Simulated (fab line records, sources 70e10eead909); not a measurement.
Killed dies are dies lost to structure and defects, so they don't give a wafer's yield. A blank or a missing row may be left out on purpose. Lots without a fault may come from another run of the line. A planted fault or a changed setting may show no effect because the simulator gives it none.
fab line records | flow nand_harc
record lots=7 wafers=21 last_day=23
route steps=1159 shown P_ZERO_WELL@35 END@1159
lots that met no fault: from a run of the same line without faults
start_h: hours from the record's first day to the start of the lot's first wafer shown | wait_h: hours since the lot's step before | " the same as in the row above | L1.1+2: a row that stands for several wafers | - no value, or no start given | * or withheld: withheld | < > ~ a bound
route shown NAME@n: a module of which the file shows steps, and the number in the route of the first | usual: mean/standard deviation of fault-free wafers | same: alike in all rows | chamber/n: place in a boat | sites: the reading at each site | _std_site: their standard deviation | _edge_site: outer sites' mean less inner sites' | radius_mm: how far each site lies from the wafer's centre | mask NAME#n: copy n | behind: the tool/chamber that last shaped the wafer | hold: why the lot was held/for how many hours/how that ended | device: the transistor (n, p or np) that didn't switch | end of line: the same wafers' tests at the end of the route | a step without rows: its recipe alone | killed: dies lost to structure and defects at the first sort, not the wafer's yield | map: a wafer's dies, x killed, . not, _ none there
set.NAME: the setting as run; set.NAME@STEP: as run at that earlier step | model.NAME: the simulator's own value behind a step, which no gauge read
lots at some steps of the route; a table a step, a row a wafer
services: from which hour (start_h, from the record's first day; less than 0 if before it) a tool's chamber was out of use, for how many hours, and why
## steps
# step NHARC_P_ZERO_WELL_STRIP_28
# recipe time_s=840 temp_c=130 chemistry=SPM
# step NHARC_P_ZERO_WELL_DEHYDRATE_29
# recipe temp_c=150 time_s=120
# step NHARC_P_ZERO_WELL_HMDS_30
# recipe time_s=30
# step NHARC_P_ZERO_WELL_COAT_31
# recipe spin_rpm=withheld
# step NHARC_P_ZERO_WELL_SOFTBAKE_32
# recipe temp_c=122 time_s=95
# step NHARC_P_ZERO_WELL_EBR_33
# step NHARC_P_ZERO_WELL_EXPOSE_34
# recipe na=0.6 target_cd_nm=720 dose_mj=22.31 mask_id=P_PWELL
# step NHARC_P_ZERO_WELL_PEB_35
# recipe peb_temp_c=118 peb_time_s=85
# step NHARC_P_ZERO_WELL_DEVELOP_36
# recipe time_s=70
# step NHARC_P_ZERO_WELL_CD_MEAS_37
# recipe target_cd_nm=720 landing_energy_ev=500
# usual cd_nm=719.3/1.8
# columns lot.wafer tool chamber start_h wait_h cd_nm
L323.1 cd_sem-01 0 52.47 - 721.0
L323.2 " 0 " " 721.7
L323.5 " 0 " " 720.0
L324.2 cd_sem-01 0 58.01 - 718.6
L324.3 " 0 " " 719.0
L324.6 " 0 " " 718.9
L325.2 cd_sem-02 0 64.23 - 717.1
L325.3 " 0 " " 715.3
L325.4 " 0 " " 717.5
L326.1 cd_sem-03 0 70.13 - 724.2
L326.2 " 0 " " 721.6
L326.6 " 0 " " 720.8
L327.2 cd_sem-02 0 76.11 - 720.8
L327.3 " 0 " " 720.4
L327.6 " 0 " " 719.1
L328.1 cd_sem-03 0 82.10 - 715.4
L328.3 " 0 " " 716.2
L328.5 " 0 " " 716.8
L336.1 cd_sem-02 0 130.24 - 721.1
L336.2 " 0 " " 718.6
L336.4 " 0 " " 718.3
# step NHARC_P_ZERO_WELL_HARDBAKE_38
# recipe temp_c=125 time_s=80
# step NHARC_P_ZERO_WELL_DESCUM_39
# recipe time_s=3 o2_flow_sccm=200 ar_flow_sccm=0 bias_power_w=0 chemistry=O2
# usual drypump_motor_current_A=5.6/0.43 o2_flow_sccm=200.1/0.6 oes_product_au=0.998/0.011 rf_vpp_V=57.7/0.83 showerhead_plenum_p_Torr=1.90/0.073 throttle_valve_pct=11.309/0.0089
# same time_s=3
# columns lot.wafer tool chamber start_h wait_h drypump_motor_current_A o2_flow_sccm oes_product_au rf_hours_counter_h rf_vpp_V showerhead_plenum_p_Torr throttle_valve_pct
L323.2 rie_diel-10 0 52.64 - 5.4 199.7 0.989 3.7 57.8 1.90 11.325
L323.1 " 1 " " 5.1 200.6 1.002 2.9 58.6 2.04 11.304
L323.5 " 1 " " 5.1 200.6 1.014 - 59.0 2.04 11.322
L324.2 rie_diel-01 3 58.16 - 5.5 201.2 0.997 7.5 57.8 1.87 11.320
L324.3 " 1 " " 5.5 200.0 0.990 6.3 57.3 1.84 11.313
L324.6 " 0 " " 5.2 200.2 1.016 - 57.9 1.96 11.311
L325.4 rie_diel-10 2 64.40 - 5.8 200.1 1.011 3.2 58.3 1.94 11.314
L325.3 " 3 " " 6.2 199.1 0.997 4.0 57.1 1.92 11.303
L325.2 " 0 " " 5.4 201.2 0.992 4.1 58.7 1.90 11.312
L326.1 rie_diel-10 2 70.29 - 5.9 199.9 1.008 3.7 58.4 1.94 11.303
L326.2 " 1 " " 5.2 201.0 1.005 3.7 57.0 2.04 11.306
L326.6 " 2 " " 5.9 200.7 1.011 - 57.7 1.94 11.310
L327.2 rie_diel-03 3 76.26 - 5.7 200.1 1.013 2.1 59.1 1.86 11.309
L327.3 " 0 " " 5.3 200.7 0.990 2.4 58.8 1.94 11.313
L327.6 " 3 " " 5.7 199.9 1.011 - 56.7 1.86 11.303
L328.3 rie_diel-03 1 82.27 - 5.9 199.5 1.005 2.6 58.3 1.80 11.304
L328.1 " 3 " " 5.7 200.6 1.008 2.2 58.3 1.86 11.302
L328.5 " 0 " " 5.3 200.6 0.979 - 58.9 1.94 11.304
L336.2 rie_diel-01 3 130.40 - 5.5 199.6 0.989 12.5 57.3 1.87 11.305
L336.1 " 0 " " 5.1 200.3 1.004 11.2 57.4 1.95 11.311
L336.4 " 1 " " 5.5 200.4 0.982 11.9 56.8 1.84 11.308
# step NHARC_P_ZERO_WELL_IMPLANT_40
# recipe energy_kev=300 dose_cm2=1e+13 tilt_deg=7
# usual beam_energy_keV=300.00/0.099 beam_on_s=10.01/0.23
# columns lot.wafer tool chamber start_h wait_h beam_energy_keV beam_on_s
L323.1 implanter-01 0 52.79 0.1 299.96 9.82
L323.2 " 0 " " 299.91 9.96
L323.5 " 0 " " 300.04 10.17
L324.2 implanter-01 0 58.34 0.2 299.96 9.48
L324.3 " 0 " " 299.97 9.87
L324.6 " 0 " " 300.06 9.86
L325.2 implanter-01 - 64.59 0.1 - -
L325.3 " - " " - -
L325.4 " - " " - -
L326.1 implanter-01 - 70.44 0.1 - -
L326.2 " - " " - -
L326.6 " - " " - -
L327.2 implanter-02 - 76.44 0.2 - -
L327.3 " - " " - -
L327.6 " - " " - -
L328.1 implanter-02 0 82.40 0.1 299.96 9.91
L328.3 " 0 " " 299.92 9.87
L328.5 " 0 " " 299.99 10.21
L336.1 implanter-02 0 130.55 0.1 299.86 10.28
L336.2 " 0 " " 299.82 10.32
L336.4 " 0 " " 300.02 10.11
# step NHARC_P_ZERO_WELL_IMPLANT_59
# recipe energy_kev=120 dose_cm2=5e+12 tilt_deg=7
# step NHARC_END_SORT_01
# recipe temp_c=25
# usual killed_at_array=26/11 killed_at_other=0.6/1 killed_at_periphery=3.1/2.1 killed_dies=30/11 killed_open=3.4/1.8 killed_short=2.1/1.5
# same gross_dies=677
# columns lot.wafer tool chamber start_h wait_h killed_at_array killed_at_other killed_at_periphery killed_dies killed_open killed_short
L326.1 prober-01 0 486.65 2.5 20 1 656 677 3 2
L326.2 prober-01 0 487.46 2.8 15 2 660 677 5 3
L326.6 prober-01 0 490.70 4.0 23 2 652 677 2 2
L325.2 prober-02 0 487.46 2.8 21 0 656 677 6 1
L325.3 prober-02 0 488.28 3.1 12 0 665 677 6 1
L325.4 prober-02 0 489.10 3.5 16 0 661 677 2 0
L328.1 prober-02 0 494.56 2.5 18 0 2 20 3 0
L328.3 prober-02 0 496.17 3.1 19 0 5 24 4 1
L328.5 prober-02 0 497.78 3.7 23 4 1 28 4 3
L327.2 prober-02 0 503.18 2.8 15 0 662 677 1 3
L327.3 prober-02 0 503.97 3.1 25 1 651 677 4 6
L327.6 prober-02 0 506.34 4.0 28 1 648 677 0 4
# killed by level:class
L326.1 P_ZERO_WELL:area_implant=653 A_CHANNEL_HOLE_D1:chamber_film_flake=13 A_CONTACT:chamber_film_flake=3 P_M1:geometric_particle:open=2 A_ONON_D1:geometric_particle:short=1 A_CHANNEL_FILL_D1:geometric_particle:short=1 A_CONTACT:geometric_particle:open=1 P_CONTACT:chamber_film_flake=1
L325.2 P_ZERO_WELL:area_implant=654 A_CHANNEL_HOLE_D1:chamber_film_flake=4 A_M0:geometric_particle:open=3 A_CHANNEL_FILL_D1:chamber_film_flake=3 A_WL_FILL:chamber_film_flake=3 A_CONTACT:chamber_film_flake=3 P_M0:geometric_particle:open=1 A_ONON_D1:geometric_particle:open=1
L326.2 P_ZERO_WELL:area_implant=655 A_CHANNEL_HOLE_D1:chamber_film_flake=9 P_M0:geometric_particle:open=2 THIN_TSV:chamber_film_flake=2 P_CONTACT:geometric_particle:short=1 P_CONTACT:geometric_particle:open=1 A_SOURCE_PLATE:geometric_particle:short=1 A_SGD_CUT:geometric_particle:short=1
L325.3 P_ZERO_WELL:area_implant=661 A_ZERO_WELL:chamber_film_flake=3 A_CONTACT:geometric_particle:open=2 P_GATE:chamber_film_flake=2 A_CHANNEL_HOLE_D1:chamber_film_flake=2 P_GATE:geometric_particle:open=1 A_WL_FILL:geometric_particle:short=1 A_WL_FILL:geometric_particle:open=1
L325.4 P_ZERO_WELL:area_implant=660 A_CHANNEL_HOLE_D1:chamber_film_flake=5 A_CONTACT:chamber_film_flake=4 A_WL_FILL:chamber_film_flake=2 A_WL_FILL:geometric_particle:open=1 A_BLC:geometric_particle:open=1 P_GATE:chamber_film_flake=1 A_ZERO_WELL:chamber_film_flake=1
L326.6 P_ZERO_WELL:area_implant=648 A_CHANNEL_HOLE_D1:chamber_film_flake=19 A_CONTACT:chamber_film_flake=2 THIN_TSV:chamber_film_flake=2 P_CONTACT:geometric_particle:short=1 P_M0:geometric_particle:open=1 A_CHANNEL_FILL_D1:geometric_particle:short=1 A_WL_FILL:geometric_particle:open=1
L328.1 A_CONTACT:chamber_film_flake=9 A_CHANNEL_HOLE_D1:chamber_film_flake=4 A_CHANNEL_FILL_D1:chamber_film_flake=2 P_M0:geometric_particle:open=1 A_CONTACT:geometric_particle:open=1 A_BLC:geometric_particle:open=1 P_GATE:chamber_film_flake=1 A_ZERO_WELL:chamber_film_flake=1
L328.3 A_CONTACT:chamber_film_flake=7 A_CHANNEL_HOLE_D1:chamber_film_flake=4 A_M0:geometric_particle:open=2 A_SLIT:chamber_film_flake=2 P_GATE:geometric_particle:open=1 P_CONTACT:geometric_particle:short=1 A_ONON_D1:geometric_particle:open=1 P_GATE:chamber_film_flake=1
L328.5 A_CONTACT:chamber_film_flake=13 THIN_TSV:chamber_film_flake=4 A_CHANNEL_HOLE_D1:chamber_film_flake=3 P_CONTACT:geometric_particle:open=1 A_ONON_D1:geometric_particle:open=1 A_ONON_D1:geometric_particle:short=1 A_CHANNEL_HOLE_D1:geometric_particle:short=1 A_SGD_CUT:geometric_particle:open=1
L327.2 P_ZERO_WELL:area_implant=662 A_CHANNEL_HOLE_D1:chamber_film_flake=11 A_CHANNEL_FILL_D1:geometric_particle:open=1 A_CHANNEL_FILL_D1:geometric_particle:short=1 A_CONTACT:geometric_particle:short=1 A_M0:geometric_particle:short=1
L327.3 P_ZERO_WELL:area_implant=647 A_CHANNEL_HOLE_D1:chamber_film_flake=15 A_CONTACT:geometric_particle:open=2 A_CONTACT:chamber_film_flake=2 P_M1:geometric_particle:open=1 P_M2:geometric_particle:short=1 A_SOURCE_PLATE:geometric_particle:short=1 A_CHANNEL_FILL_D1:geometric_particle:short=1
L327.6 P_ZERO_WELL:area_implant=643 A_CHANNEL_HOLE_D1:chamber_film_flake=19 A_CONTACT:chamber_film_flake=6 A_ONON_D1:geometric_particle:short=2 P_ZERO_WELL:chamber_film_flake=2 P_M2:geometric_particle:short=1 A_SOURCE_PLATE:geometric_particle:short=1 P_GATE:chamber_film_flake=1
# map L325.2 (x killed, . not)
____________x____________
_________xxxxxxx_________
_______xxxxxxxxxxx_______
______xxxxxxxxxxxxx______
_____xxxxxxxxxxxxxxx_____
____xxxxxxxxxxxxxxxxx____
____xxxxxxxxxxxxxxxxx____
___xxxxxxxxxxxxxxxxxxx___
___xxxxxxxxxxxxxxxxxxx___
__xxxxxxxxxxxxxxxxxxxxx__
__xxxxxxxxxxxxxxxxxxxxx__
_xxxxxxxxxxxxxxxxxxxxxxx_
_xxxxxxxxxxxxxxxxxxxxxxx_
_xxxxxxxxxxxxxxxxxxxxxxx_
_xxxxxxxxxxxxxxxxxxxxxxx_
_xxxxxxxxxxxxxxxxxxxxxxx_
xxxxxxxxxxxxxxxxxxxxxxxxx
xxxxxxxxxxxxxxxxxxxxxxxxx
xxxxxxxxxxxxxxxxxxxxxxxxx
xxxxxxxxxxxxxxxxxxxxxxxxx
xxxxxxxxxxxxxxxxxxxxxxxxx
_xxxxxxxxxxxxxxxxxxxxxxx_
_xxxxxxxxxxxxxxxxxxxxxxx_
_xxxxxxxxxxxxxxxxxxxxxxx_
_xxxxxxxxxxxxxxxxxxxxxxx_
_xxxxxxxxxxxxxxxxxxxxxxx_
__xxxxxxxxxxxxxxxxxxxxx__
__xxxxxxxxxxxxxxxxxxxxx__
___xxxxxxxxxxxxxxxxxxx___
___xxxxxxxxxxxxxxxxxxx___
____xxxxxxxxxxxxxxxxx____
____xxxxxxxxxxxxxxxxx____
_____xxxxxxxxxxxxxxx_____
______xxxxxxxxxxxxx______
_______xxxxxxxxxxx_______
_________xxxxxxx_________
____________x____________
# map L326.1 (x killed, . not)
____________x____________
_________xxxxxxx_________
_______xxxxxxxxxxx_______
______xxxxxxxxxxxxx______
_____xxxxxxxxxxxxxxx_____
____xxxxxxxxxxxxxxxxx____
____xxxxxxxxxxxxxxxxx____
___xxxxxxxxxxxxxxxxxxx___
___xxxxxxxxxxxxxxxxxxx___
__xxxxxxxxxxxxxxxxxxxxx__
__xxxxxxxxxxxxxxxxxxxxx__
_xxxxxxxxxxxxxxxxxxxxxxx_
_xxxxxxxxxxxxxxxxxxxxxxx_
_xxxxxxxxxxxxxxxxxxxxxxx_
_xxxxxxxxxxxxxxxxxxxxxxx_
_xxxxxxxxxxxxxxxxxxxxxxx_
xxxxxxxxxxxxxxxxxxxxxxxxx
xxxxxxxxxxxxxxxxxxxxxxxxx
xxxxxxxxxxxxxxxxxxxxxxxxx
xxxxxxxxxxxxxxxxxxxxxxxxx
xxxxxxxxxxxxxxxxxxxxxxxxx
_xxxxxxxxxxxxxxxxxxxxxxx_
_xxxxxxxxxxxxxxxxxxxxxxx_
_xxxxxxxxxxxxxxxxxxxxxxx_
_xxxxxxxxxxxxxxxxxxxxxxx_
_xxxxxxxxxxxxxxxxxxxxxxx_
__xxxxxxxxxxxxxxxxxxxxx__
__xxxxxxxxxxxxxxxxxxxxx__
___xxxxxxxxxxxxxxxxxxx___
___xxxxxxxxxxxxxxxxxxx___
____xxxxxxxxxxxxxxxxx____
____xxxxxxxxxxxxxxxxx____
_____xxxxxxxxxxxxxxx_____
______xxxxxxxxxxxxx______
_______xxxxxxxxxxx_______
_________xxxxxxx_________
____________x____________
## services
# columns tool chamber start_h hours kind
rie_diel-10 0 33.00 - clean
rie_diel-10 1 33.00 - clean
rie_diel-10 2 33.00 - clean
rie_diel-10 3 33.00 - clean
rie_diel-03 - 38.30 9.0 pm
implanter-01 - 47.75 1.4 repair
rie_diel-10 0 57.53 - clean
rie_diel-10 1 57.53 - clean
rie_diel-10 2 57.53 - clean
rie_diel-10 3 57.53 - clean
implanter-02 - 62.78 5.8 repair
implanter-01 - 67.70 2.5 repair
rie_diel-10 0 82.03 - clean
rie_diel-10 1 82.03 - clean
rie_diel-10 2 82.03 - clean
rie_diel-10 3 82.03 - clean
implanter-02 - 85.00 13.0 pm
rie_diel-10 - 85.42 0.1 repair
rie_diel-03 2 101.53 1.2 repair
rie_diel-10 3 104.03 17.4 repair
rie_diel-10 0 106.53 - clean
rie_diel-01 0 108.72 17.7 repair
rie_diel-03 2 122.87 23.3 repair
implanter-01 - 122.93 3.1 repair
## key
first_sign step=NHARC_P_ZERO_WELL_IMPLANT_40 reading=tool_record direction=missing
effect step=NHARC_END_SORT_01 reading=killed_at_periphery direction=up sigmas=99+ usual=3.1 struck=656.8
more_kills_born_at NHARC_P_ZERO_WELL_IMPLANT_40@implanter-01=3931 NHARC_P_ZERO_WELL_IMPLANT_40@implanter-02=1952
met_at NHARC_P_ZERO_WELL_IMPLANT_40
struck_wafers L325.2,L325.3,L325.4,L326.1,L326.2,L326.6,L327.2,L327.3,L327.6
later_rows_left_out L325.2,L325.3,L325.4,L326.1,L326.2,L326.6,L327.2,L327.3,L327.6
tester_left_out L325,L326,L327
onset_between 58.34 64.59
fault kind=skipped_step_whole tool=implanter-01,implanter-02 chamber=- onset_h=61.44 steps=NHARC_P_ZERO_WELL_IMPLANT_40 scope=struck_lots_only
# tester_left_out: of these lots the tester's yield and bins aren't shown, on N5 and GAA mostly nor the transistor test; their killed dies are dies lost to structure and defects alone, not to doping, threshold or leakage, so they don't give the yield
# later_rows_left_out: the simulator's readings of these wafers behind a module that went badly wrong aren't trusted and aren't shown, but for the sort
